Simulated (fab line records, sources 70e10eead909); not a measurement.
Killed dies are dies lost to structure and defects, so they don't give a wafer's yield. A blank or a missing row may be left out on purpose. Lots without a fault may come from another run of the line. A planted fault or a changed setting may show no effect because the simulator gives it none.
fab line records | flow nand_harc
record lots=13 wafers=39 last_day=34
route steps=1302 shown P_GATE@151 END@1302
lots that met no fault: from a run of the same line without faults
start_h: hours from the record's first day to the start of the lot's first wafer shown | wait_h: hours since the lot's step before | " the same as in the row above | L1.1+2: a row that stands for several wafers | - no value, or no start given | * or withheld: withheld | < > ~ a bound
route shown NAME@n: a module of which the file shows steps, and the number in the route of the first | usual: mean/standard deviation of fault-free wafers | same: alike in all rows | chamber/n: place in a boat | sites: the reading at each site | _std_site: their standard deviation | _edge_site: outer sites' mean less inner sites' | radius_mm: how far each site lies from the wafer's centre | mask NAME#n: copy n | behind: the tool/chamber that last shaped the wafer | hold: why the lot was held/for how many hours/how that ended | device: the transistor (n, p or np) that didn't switch | end of line: the same wafers' tests at the end of the route | a step without rows: its recipe alone | killed: dies lost to structure and defects at the first sort, not the wafer's yield | map: a wafer's dies, x killed, . not, _ none there
set.NAME: the setting as run; set.NAME@STEP: as run at that earlier step | model.NAME: the simulator's own value behind a step, which no gauge read
steps of the route over a sample of lots; a table a step, a row a wafer
services: from which hour (start_h, from the record's first day; less than 0 if before it) a tool's chamber was out of use, for how many hours, and why
## steps
# step NHARC_P_GATE_CD_MEAS_33
# usual cd_nm=120.1/1.9
# columns lot.wafer tool chamber start_h wait_h cd_nm
L919.1 cd_sem-03 - 97.87 0.2 122.2
L919.2 " - " " 121.5
L919.3 " - " " 121.2
L920.2 cd_sem-02 - 106.45 - 120.8
L920.3 " - " " 119.7
L920.6 " - " " 121.5
L921.1 cd_sem-02 - 119.18 - 118.4
L921.5 " - " " 119.0
L921.6 " - " " 118.8
L925.1 cd_sem-02 - 160.07 - 118.9
L925.4 " - " " 121.6
L925.5 " - " " 121.0
L926.2 cd_sem-02 - 165.27 - 120.5
L926.3 " - " " 121.3
L926.4 " - " " 118.5
L927.2 cd_sem-03 - 184.11 - 118.6
L927.3 " - " " 117.9
L927.5 " - " " 119.7
L932.1 cd_sem-01 - 223.95 - 119.1
L932.2 " - " " 118.6
L932.3 " - " " 117.4
L933.2 cd_sem-02 - 244.29 - 120.2
L933.3 " - " " 120.6
L933.5 " - " " 120.3
L935.3 cd_sem-03 - 257.04 - 120.9
L935.4 " - " " 121.3
L935.5 " - " " 120.0
L938.1 cd_sem-02 - 285.36 - 120.3
L938.4 " - " " 118.9
L938.5 " - " " 120.0
L939.1 cd_sem-02 - 296.60 - 122.4
L939.3 " - " " 121.0
L939.4 " - " " 120.4
L941.4 cd_sem-02 - 317.03 - 118.8
L941.5 " - " " 121.6
L941.6 " - " " 121.3
L942.1 cd_sem-01 - 331.23 - 117.6
L942.2 " - " " 120.3
L942.4 " - " " 122.2
# step NHARC_P_GATE_CD_MEAS_59
# recipe target_cd_nm=720 landing_energy_ev=500
# usual cd_nm=720.0/1.4
# columns lot.wafer tool chamber start_h wait_h cd_nm
L919.1 cd_sem-01 0 110.51 - 720.7
L919.2 " 0 " " 722.3
L919.3 " 0 " " 720.0
L920.2 cd_sem-01 0 119.09 - 719.1
L920.3 " 0 " " 719.0
L920.6 " 0 " " 717.8
L921.1 cd_sem-02 0 131.78 - 720.0
L921.5 " 0 " " 720.7
L921.6 " 0 " " 718.0
L925.1 cd_sem-02 0 172.92 - 719.8
L925.4 " 0 " " 720.3
L925.5 " 0 " " 722.0
L926.2 cd_sem-01 0 178.00 - 723.0
L926.3 " 0 " " 720.3
L926.4 " 0 " " 720.6
L927.2 cd_sem-02 0 196.74 - 717.5
L927.3 " 0 " " 720.1
L927.5 " 0 " " 720.3
L932.1 cd_sem-02 0 236.55 - 721.2
L932.2 " 0 " " 721.4
L932.3 " 0 " " 722.2
L933.2 cd_sem-03 0 257.82 - 718.8
L933.3 " 0 " " 719.4
L933.5 " 0 " " 717.8
L935.3 cd_sem-03 0 271.83 - 720.1
L935.4 " 0 " " 722.6
L935.5 " 0 " " 720.9
L938.1 cd_sem-01 0 300.19 - 719.7
L938.4 " 0 " " 720.0
L938.5 " 0 " " 720.1
L939.1 cd_sem-03 0 312.81 - 718.1
L939.3 " 0 " " 719.2
L939.4 " 0 " " 718.9
L941.4 cd_sem-01 0 331.82 - 720.8
L941.5 " 0 " " 720.4
L941.6 " 0 " " 720.7
L942.1 cd_sem-02 0 346.63 - 721.1
L942.2 " 0 " " 718.1
L942.4 " 0 " " 717.8
# step NHARC_P_GATE_DESCUM_61
# recipe time_s=3 o2_flow_sccm=200 ar_flow_sccm=0 bias_power_w=0 chemistry=O2
# usual drypump_motor_current_A=5.9/0.44 mfc_ar_sccm=0.010/0.012 oes_product_au=1.003/0.0079 rf_vpp_V=57.8/0.87 showerhead_plenum_p_Torr=1.93/0.066 throttle_valve_pct=11.311/0.0093
# columns lot.wafer tool chamber start_h wait_h drypump_motor_current_A mfc_ar_sccm oes_product_au rf_hours_counter_h rf_vpp_V showerhead_plenum_p_Torr throttle_valve_pct
L919.3 rie_diel-07 2 110.67 - 5.7 0.002 1.004 10.0 59.3 2.04 11.293
L919.1 " 3 " " 5.4 0.031 0.999 9.2 57.0 1.94 11.309
L919.2 " 1 " " 6.5 0.021 0.996 7.7 58.3 1.86 11.317
L920.3 rie_diel-01 2 119.26 - 5.4 0 0.993 2.6 57.7 1.90 11.306
L920.2 " 3 " " 6.3 0.028 0.999 2.2 58.0 1.97 11.309
L920.6 " 2 " " 5.4 0 0.995 - 57.5 1.90 11.310
L921.1 rie_diel-01 0 131.96 - 5.5 0 0.989 2.9 58.3 1.94 11.290
L921.5 " 3 " " 6.3 0.028 1.008 - 58.2 1.97 11.303
L921.6 " 0 " " 5.5 0 0.988 - 56.8 1.94 11.313
L925.1 rie_diel-01 0 173.09 - 5.5 0 1.007 4.0 56.9 1.94 11.317
L925.4 " 2 " " 5.4 0 1.010 6.3 57.8 1.90 11.319
L925.5 " 0 " " 5.5 0 0.995 - 58.9 1.94 11.302
L926.2 rie_diel-07 3 178.16 - 5.4 0.031 1.012 2.7 58.2 1.94 11.309
L926.4 " 1 " " 6.5 0.021 1.010 2.6 57.3 1.86 11.302
L926.3 " 2 " " 5.7 0.002 1.018 3.1 58.8 2.04 11.316
L927.3 rie_diel-01 0 196.89 - 5.5 0 0.995 7.1 57.5 1.94 11.295
L927.2 " 2 " " 5.4 0 0.988 9.0 57.3 1.90 11.305
L927.5 " 0 " " 5.5 0 0.984 - 57.2 1.94 11.318
L932.3 rie_diel-07 3 236.72 - 5.4 0.031 1.003 6.2 56.9 1.94 11.317
L932.2 " 0 " " 5.4 0.021 1.005 5.5 57.1 1.83 11.323
L932.1 " 1 " " 6.5 0.021 1.006 6.5 56.2 1.85 11.316
L933.2 rie_diel-01 0 258.00 - 5.5 0 1.021 2.8 56.9 1.94 11.302
L933.3 " 1 " " 6.0 0 0.996 1.8 57.5 1.93 11.300
L933.5 " 2 " " 5.4 0 1.007 - 58.3 1.90 11.320
L935.3 rie_diel-01 2 272.01 - 5.4 0 1.000 3.0 57.9 1.90 11.306
L935.4 " 3 " " 6.3 0.028 1.006 4.0 57.0 1.97 11.324
L935.5 " 0 " " 5.5 0 1.000 - 57.9 1.94 11.318
L938.4 rie_diel-13 1 300.36 - 6.8 0.007 1.003 4.5 58.0 1.98 11.316
L938.1 " 3 " " 6.0 0.025 0.990 4.5 57.3 2.00 11.322
L938.5 " 0 " " 5.8 0 1.002 - 58.7 1.80 11.319
L939.1 rie_diel-07 0 312.98 - 5.4 0.021 0.995 0.9 56.9 1.83 11.327
L939.3 " 1 " " 6.5 0.021 1.003 0.9 56.8 1.85 11.308
L939.4 " 2 " " 5.7 0.002 1.008 - 58.3 2.04 11.303
L941.6 rie_diel-13 0 332.02 - 5.8 0 1.012 - 57.5 1.80 11.308
L941.5 " 2 " " 5.6 0.001 0.998 - 56.9 1.87 11.314
L941.4 " 3 " " 6.0 0.025 1.003 - 58.7 2.00 11.302
L942.2 rie_diel-07 1 346.79 - 6.4 0.021 0.996 3.8 57.4 1.85 11.315
L942.1 " 2 " " 5.7 0.002 1.011 3.3 59.8 2.04 11.302
L942.4 " 0 " " 5.4 0.021 1.002 - 57.8 1.83 11.304
# step NHARC_P_GATE_STRIP_76
# recipe power_w=1500 temp_c=250 chemistry=O2
# usual drypump_motor_current_A=5.6/0.61 heater_power_w=313/35
# columns lot.wafer tool chamber start_h wait_h drypump_motor_current_A heater_power_w rf_hours_counter_h
L919.2 plasma_asher-01 0 111.32 0.2 5.1 325 22
L919.1 " 1 " " 6.2 358 22
L919.3 " 0 " " 5.1 323 -
L920.2 plasma_asher-01 0 119.88 0.2 5.1 319 24
L920.3 " 0 " " 5.1 318 -
L920.6 " 0 " " 5.1 315 -
L921.1 plasma_asher-01 0 132.59 0.2 5.1 315 25
L921.6 " 1 " " 6.3 359 -
L921.5 " 0 " " 5.1 319 -
L925.1 plasma_asher-02 1 173.81 0.2 - - -
L925.4 " 0 " " - - -
L925.5 " 1 " " - - -
L926.2 plasma_asher-02 0 178.80 0.2 - - -
L926.4 " 0 " " - - -
L926.3 " 1 " " - - -
L927.2 plasma_asher-02 0 197.52 0.2 - - -
L927.3 " 1 " " - - -
L927.5 " 1 " " - - -
L932.1 plasma_asher-02 1 237.34 0.2 4.9 301 37
L932.2 " 0 " " 6.1 269 37
L932.3 " 0 " " 6.2 257 -
L933.2 plasma_asher-02 0 258.62 0.2 6.2 262 0
L933.3 " 0 " " 6.2 271 -
L933.5 " 0 " " 6.2 271 -
L935.4 plasma_asher-01 0 272.64 0.2 5.1 334 -
L935.3 " 1 " " 6.2 357 -
L935.5 " 1 " " 6.2 367 -
L938.1 plasma_asher-02 0 300.98 0.2 6.2 274 8
L938.4 " 0 " " 6.2 262 -
L938.5 " 1 " " 4.9 329 -
L939.1 plasma_asher-02 1 313.63 0.2 4.9 327 10
L939.4 " 1 " " 4.9 323 -
L939.3 " 0 " " 6.2 262 -
L941.4 plasma_asher-02 0 332.67 0.1 6.2 273 -
L941.5 " 1 " " 4.9 327 -
L941.6 " 0 " " 6.2 266 -
L942.1 plasma_asher-02 1 349.80 2.6 4.9 321 18
L942.2 " 0 " " 6.2 259 18
L942.4 " 1 " " 4.9 327 -
# step NHARC_END_SORT_01
# recipe temp_c=25
# usual killed_at_array=63/18 killed_at_other=1.1/1.3 killed_at_periphery=4.3/2.8 killed_dies=68/18 killed_open=3.3/2 killed_short=2.4/1.6
# same gross_dies=677
# columns lot.wafer tool chamber start_h wait_h killed_at_array killed_at_other killed_at_periphery killed_dies killed_open killed_short
L933.2 prober-01 0 761.02 2.8 77 0 2 79 1 5
L933.3 prober-01 0 761.83 3.1 68 2 6 76 10 2
L933.5 prober-01 0 763.45 3.7 68 1 0 69 1 2
# killed by level:class
L933.2 A_CHANNEL_HOLE_D1:chamber_film_flake=33 A_SLIT:chamber_film_flake=30 A_CONTACT:chamber_film_flake=5 A_WL_FILL:geometric_particle:short=4 A_STAIRCASE:chamber_film_flake=2 P_M2:geometric_particle:open=1 A_ONON_D1:geometric_particle:short=1 P_GATE:chamber_film_flake=1
L933.3 A_CHANNEL_HOLE_D1:chamber_film_flake=31 A_SLIT:chamber_film_flake=20 A_STAIRCASE:chamber_film_flake=5 P_M0:geometric_particle:open=3 A_CONTACT:chamber_film_flake=3 A_WL_FILL:geometric_particle:open=2 A_BLC:geometric_particle:open=2 P_ZERO_WELL:chamber_film_flake=2
L933.5 A_CHANNEL_HOLE_D1:chamber_film_flake=33 A_SLIT:chamber_film_flake=26 A_ZERO_WELL:chamber_film_flake=2 A_WL_FILL:chamber_film_flake=2 A_ONON_D1:geometric_particle:short=1 A_CHANNEL_FILL_D1:geometric_particle:short=1 A_WL_FILL:geometric_particle:open=1 A_CHANNEL_FILL_D1:chamber_film_flake=1
## services
# columns tool chamber start_h hours kind
rie_diel-13 0 94.00 4.0 repair
plasma_asher-01 - 101.62 4.1 repair
rie_diel-13 - 104.55 0.9 repair
rie_diel-01 0 105.87 6.0 repair
rie_diel-07 0 108.30 6.7 repair
rie_diel-01 - 108.52 0.1 repair
rie_diel-07 - 117.20 9.0 pm
rie_diel-01 0 151.15 4.3 repair
rie_diel-13 0 155.29 5.9 repair
plasma_asher-01 - 165.00 9.0 pm
plasma_asher-01 - 184.56 25.4 repair
rie_diel-07 2 199.57 6.0 repair
rie_diel-01 - 203.80 9.0 pm
rie_diel-07 1 246.61 10.3 repair
plasma_asher-02 - 249.08 9.0 pm
rie_diel-07 0 269.96 5.8 repair
plasma_asher-02 - 275.93 10.5 repair
rie_diel-07 3 278.54 36.4 repair
plasma_asher-02 - 287.55 1.4 repair
rie_diel-07 - 294.20 9.0 pm
rie_diel-01 1 308.31 2.6 repair
rie_diel-01 0 321.32 18.6 repair
plasma_asher-01 - 342.00 9.0 pm
rie_diel-07 3 346.56 9.8 repair
## key
first_sign step=NHARC_P_GATE_STRIP_76 reading=tool_record direction=missing
effect none on later readings
met_at NHARC_P_GATE_STRIP_76
struck_lots L925,L926,L927
tester_left_out L925,L926,L927
not_acting_at NHARC_P_GATE_CD_MEAS_33,NHARC_P_GATE_CD_MEAS_59,NHARC_P_GATE_DESCUM_61
fault kind=skipped_step_whole tool=plasma_asher-02 chamber=- onset_h=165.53 steps=NHARC_P_GATE_STRIP_76 scope=struck_lots_only
# tester_left_out: of these lots the tester's yield and bins aren't shown, on N5 and GAA mostly nor the transistor test; their killed dies are dies lost to structure and defects alone, not to doping, threshold or leakage, so they don't give the yield
